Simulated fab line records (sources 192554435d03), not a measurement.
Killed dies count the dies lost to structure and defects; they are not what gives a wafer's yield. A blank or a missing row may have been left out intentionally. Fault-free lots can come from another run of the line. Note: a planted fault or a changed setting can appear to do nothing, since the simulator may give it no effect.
Which tool did it? | flow n5 finfet | 8 lots, 22 wafers sampled, at 6 steps of a route of 1938

## WHAT THE GAUGES READ, wafer by wafer
N5_BEOL_M0_RS_MEAS_126: a four-point-probe measurement.
lot  | measured     | on            | M0_RS (ohm/sq)
L395 | day 6 01:41  | film metro-02 | 0.569 0.542 0.576
L402 | day 7 15:24  | film metro-02 | 0.561 0.544
L406 | day 8 16:45  | film metro-01 | 0.641 0.627 0.653
L407 | day 9 03:43  | film metro-02 | 0.630 0.625 0.643
L412 | day 10 11:53 | film metro-01 | 0.536 0.552
L414 | day 11 02:56 | film metro-01 | 0.520 0.505 0.496
L415 | day 11 03:12 | film metro-01 | 0.567 0.523 0.521
L417 | day 11 11:55 | film metro-01 | 0.565 0.503 0.541

N5_BEOL_M4_RC_MEAS_101.
lot  | measured     | on        | DIBL_N (mV/V)  | DIBL_P (mV/V)  | IOFF_N (nA/um) | IOFF_P (nA/um) | ION_N (uA/um) | ION_P (uA/um) | SS_N (mV/dec)  | SS_P (mV/dec)  | VT_N (mV)   | VT_P (mV)
L395 | day 7 23:09  | prober-02 | 35.1 34.6 37.2 | 32.6 33.7 37.4 | 0.15 0.13 0.18 | 0.18 0.18 0.24 | 667 679 674   | 461 470 467   | 72.0 70.9 71.3 | 73.0 71.8 73.8 | 249 253 248 | -249 -249 -248
L402 | day 9 14:20  | prober-01 | 34.9 33.2      | 34.5 32.8      | 0.15 0.12      | 0.22 0.19      | 683 672       | 473 470       | 70.9 70.8      | 72.8 72.7      | 246 253     | -246 -249
L412 | day 12 01:37 | prober-02 | 39.0 37.3      | 40.8 36.9      | 0.24 0.20      | 0.32 0.24      | 689 683       | 475 471       | 72.3 72.7      | 74.6 74.1      | 241 247     | -241 -248
L414 | day 12 23:11 | prober-01 | 36.6 34.8 35.4 | 38.3 35.2 37.6 | 0.16 0.13 0.15 | 0.25 0.19 0.23 | 679 661 681   | 473 459 470   | 73.0 71.9 71.8 | 73.3 73.0 74.2 | 248 253 251 | -247 -253 -247
L415 | day 13 07:01 | prober-02 | 35.8 35.3 33.0 | 32.8 35.1 32.1 | 0.16 0.15 0.12 | 0.16 0.19 0.16 | 665 659 671   | 450 446 462   | 71.0 71.2 71.2 | 72.8 72.9 71.8 | 249 247 252 | -256 -252 -254
L417 | day 13 21:49 | prober-01 | 40.5 39.5 38.0 | 41.1 40.5 36.5 | 0.25 0.24 0.18 | 0.29 0.27 0.21 | 671 674 674   | 459 458 455   | 72.9 72.5 72.3 | 75.4 74.9 74.3 | 244 243 248 | -249 -250 -253

## EACH LOT AND THE TOOL THAT RAN IT (in order: tool; ch and the chambers of the sampled wafers; start)
lot  | N5_BEOL_M0_STRIP_104               | N5_BEOL_M0_TRENCH_ETCH_107         | N5_BEOL_M0_STRIP_142               | N5_BEOL_M0_ETCH_109
L395 | rie diel-02 ch 0,1,3, day 5 20:27  | rie diel-03 ch 0,2,3, day 5 20:47  | rie diel-03 ch 0,2,3, day 5 20:49  | rie diel-02 ch 1,2,3, day 5 21:24
L402 | rie diel-03 ch 2, day 7 11:34      | rie diel-03 ch 0,2, day 7 11:44    | rie diel-03 ch 0,2, day 7 11:45    | rie diel-01 ch 1,3, day 7 11:59
L406 | rie diel-03 ch 0,2, day 8 11:52    | rie diel-03 ch 0,2,3, day 8 12:02  | rie diel-03 ch 0,2,3, day 8 12:04  | rie diel-03 ch 0,2,3, day 8 12:18
L407 | rie diel-01 ch 1,2,3, day 9 00:10  | rie diel-01 ch 0,2,3, day 9 00:20  | rie diel-01 ch 0,2,3, day 9 00:21  | rie diel-01 ch 0,2,3, day 9 00:32
L412 | rie diel-02 ch 0,1, day 10 03:23   | rie diel-03 ch 3, day 10 03:33     | rie diel-03 ch 3, day 10 03:34     | rie diel-03 ch 2, day 10 03:46
L414 | rie diel-03 ch 0,2, day 10 23:20   | rie diel-02 ch 1,3, day 10 23:37   | rie diel-02 ch 1,3, day 10 23:38   | rie diel-01 ch 0,2,3, day 10 23:50
L415 | rie diel-02 ch 0,1,2, day 10 23:32 | rie diel-02 ch 1,2,3, day 10 23:44 | rie diel-02 ch 1,2,3, day 10 23:46 | rie diel-01 ch 1,2, day 10 23:57
L417 | rie diel-02 ch 0,1, day 11 08:27   | rie diel-02 ch 0,2,3, day 11 09:01 | rie diel-02 ch 0,2,3, day 11 09:02 | rie diel-01 ch 0,1,2, day 11 09:19
- N5_BEOL_M0_STRIP_104: strips in N2/H2.
- N5_BEOL_M0_TRENCH_ETCH_107: etches SiOC in C4F6/O2, target depth 32.8 nm, time 16.4 s.
- N5_BEOL_M0_STRIP_142: strips in N2/H2, time 10 s.
- N5_BEOL_M0_ETCH_109: etches SiCN in CH3F/O2, target depth 8 nm, overetch 2.4 nm, time 27.4 s.

## AS READ BY THE TOOLS THEMSELVES (means over the sampled wafers that have a number; for cases with no such wafer, the mark the record gives instead)
N5_BEOL_M0_STRIP_104.
lot  | tool        | chamber pressure mTorr (mTorr) | drypump motor current A (A) | oes product au (a.u.) | rf vpp V (V) | showerhead plenum p Torr (Torr) | throttle valve pct (%)
L395 | rie diel-02 | 19.99                          | 5.8                         | 0.74                  | 59.4         | 2.47                            | 23.8
L402 | rie diel-03 | 20.03                          | 5.7                         | 0.76                  | 59.4         | 2.52                            | 23.2
L406 | rie diel-03 | 20.00                          | 5.5                         | 0.69                  | 60.3         | 2.45                            | 23.7
L407 | rie diel-01 | 20.02                          | 5.7                         | 0.77                  | 60.2         | 2.54                            | 23.7
L412 | rie diel-02 | 20.01                          | 5.5                         | 0.81                  | 58.4         | 2.56                            | 23.8
L414 | rie diel-03 | 20.04                          | 5.5                         | 0.80                  | 58.1         | 2.58                            | 23.3
L415 | rie diel-02 | 20.01                          | 5.4                         | 0.81                  | 59.2         | 2.60                            | 23.9
L417 | rie diel-02 | 20.03                          | 5.6                         | 0.83                  | 59.8         | 2.61                            | 23.6

N5_BEOL_M0_TRENCH_ETCH_107.
lot  | tool        | C4F6_flow_sccm (sccm) | O2_flow_sccm (sccm) | chamber pressure mTorr (mTorr) | drypump motor current A (A) | oes_ar_750_au (a.u.) | oes product au (a.u.) | rf vpp V (V) | showerhead plenum p Torr (Torr) | throttle valve pct (%)
L395 | rie diel-03 | 10.004                | 10.01               | 29.991                         | 5.7                         | 0.77                 | 0.78                  | 681          | 2.82                            | 20.85
L402 | rie diel-03 | 9.970                 | 10.02               | 29.998                         | 5.5                         | 0.72                 | 0.72                  | 682          | 2.77                            | 20.94
L406 | rie diel-03 | 10.005                | 10.02               | 30.005                         | 5.7                         | 0.74                 | 0.75                  | 680          | 2.81                            | 20.88
L407 | rie diel-01 | 10.002                | 10.02               | 30.024                         | 5.6                         | 0.76                 | 0.76                  | 665          | 2.88                            | 20.92
L412 | rie diel-03 | 10.042                | 9.99                | 29.996                         | 6.0                         | 0.81                 | 0.82                  | 678          | 2.89                            | 20.76
L414 | rie diel-02 | 10.031                | 9.99                | 30.000                         | 6.2                         | 0.86                 | 0.85                  | 685          | 2.95                            | 20.85
L415 | rie diel-02 | 9.976                 | 9.97                | 29.965                         | 5.9                         | 0.87                 | 0.88                  | 674          | 2.99                            | 20.87
L417 | rie diel-02 | 9.995                 | 10.01               | 30.013                         | 5.6                         | 0.79                 | 0.78                  | 665          | 2.88                            | 21.04

N5_BEOL_M0_STRIP_142.
lot  | tool        | chamber pressure mTorr (mTorr) | drypump motor current A (A) | oes product au (a.u.) | rf vpp V (V) | showerhead plenum p Torr (Torr) | throttle valve pct (%)
L395 | rie diel-03 | 19.995                         | 5.7                         | 0.78                  | 59.5         | 2.51                            | 23.5
L402 | rie diel-03 | 19.987                         | 5.5                         | 0.72                  | 59.5         | 2.46                            | 23.6
L406 | rie diel-03 | 19.974                         | 5.7                         | 0.75                  | 58.5         | 2.50                            | 23.5
L407 | rie diel-01 | 20.014                         | 5.6                         | 0.75                  | 59.0         | 2.57                            | 23.7
L412 | rie diel-03 | 19.995                         | 6.0                         | 0.83                  | 60.2         | 2.56                            | 23.3
L414 | rie diel-02 | 19.996                         | 6.2                         | 0.83                  | 59.3         | 2.62                            | 23.6
L415 | rie diel-02 | 19.996                         | 5.9                         | 0.85                  | 60.0         | 2.66                            | 23.7
L417 | rie diel-02 | 20.008                         | 5.6                         | 0.77                  | 58.9         | 2.56                            | 24.0

N5_BEOL_M0_ETCH_109.
lot  | tool        | CH3F_flow_sccm (sccm) | O2_flow_sccm (sccm) | chamber pressure mTorr (mTorr) | drypump motor current A (A) | oes product au (a.u.) | rf vpp V (V) | showerhead plenum p Torr (Torr) | throttle valve pct (%)
L395 | rie diel-02 | 30.02                 | 20.00               | 29.996                         | 5.9                         | 0.72                  | 297.4        | 2.03                            | 16.33
L402 | rie diel-01 | 30.02                 | 19.91               | 30.001                         | 5.9                         | 0.62                  | 298.3        | 2.03                            | 16.55
L406 | rie diel-03 | -                     | -                   | -                              | -                           | -                     | -            | -                               | -
L407 | rie diel-01 | -                     | -                   | -                              | -                           | -                     | -            | -                               | -
L412 | rie diel-03 | 30.21                 | 20.01               | 30.009                         | 5.6                         | 0.64                  | 296.8        | 2.01                            | 16.49
L414 | rie diel-01 | 30.03                 | 20.01               | 30.021                         | 5.6                         | 0.63                  | 298.2        | 2.02                            | 16.43
L415 | rie diel-01 | 29.96                 | 19.93               | 30.001                         | 5.4                         | 0.69                  | 296.1        | 1.95                            | 16.14
L417 | rie diel-01 | 29.91                 | 20.01               | 30.002                         | 5.7                         | 0.64                  | 296.8        | 1.99                            | 16.29

## THE ANSWER, worked out from the rows above alone
Rule: the lots themselves supply what counts as usual. The widest of any qualifying gaps counts: lots, ordered by their means at a reading, are off when they make up no more than a third of the lots, leave a main group of 4 or more, and stand apart from it by 3 or more times the standard deviation of that group's means. Not used: any main group whose means are identical at the precision the tables above print for the reading. Also off: a lot with no number at a reading for which 4 or more lots have one. All remaining lots with rows at the step are treated as sound. The gauges are gone through in route order, then the tools' own readings, and for those a lot's mean is taken as printed above. At the first step where some lot is off, the reading lying furthest off is the one used; lots without a number count as furthest.
Off: L406, L407, seen at N5_BEOL_M0_RS_MEAS_126 (M0_RS). Mean 0.540 ohm/sq and standard deviation 0.017 in the main group.
A tool fits if, at a process step before that reading, it ran every lot that is off, and no sound lot after the first of them. Not tried: the gauges at N5_BEOL_M0_RS_MEAS_126; whatever is off there is also off at N5_BEOL_M0_ETCH_109, on other tools, and gauge error can't account for it. No candidate that was tried fits.

## WHAT HAD BEEN PUT IN BY THE SIMULATOR
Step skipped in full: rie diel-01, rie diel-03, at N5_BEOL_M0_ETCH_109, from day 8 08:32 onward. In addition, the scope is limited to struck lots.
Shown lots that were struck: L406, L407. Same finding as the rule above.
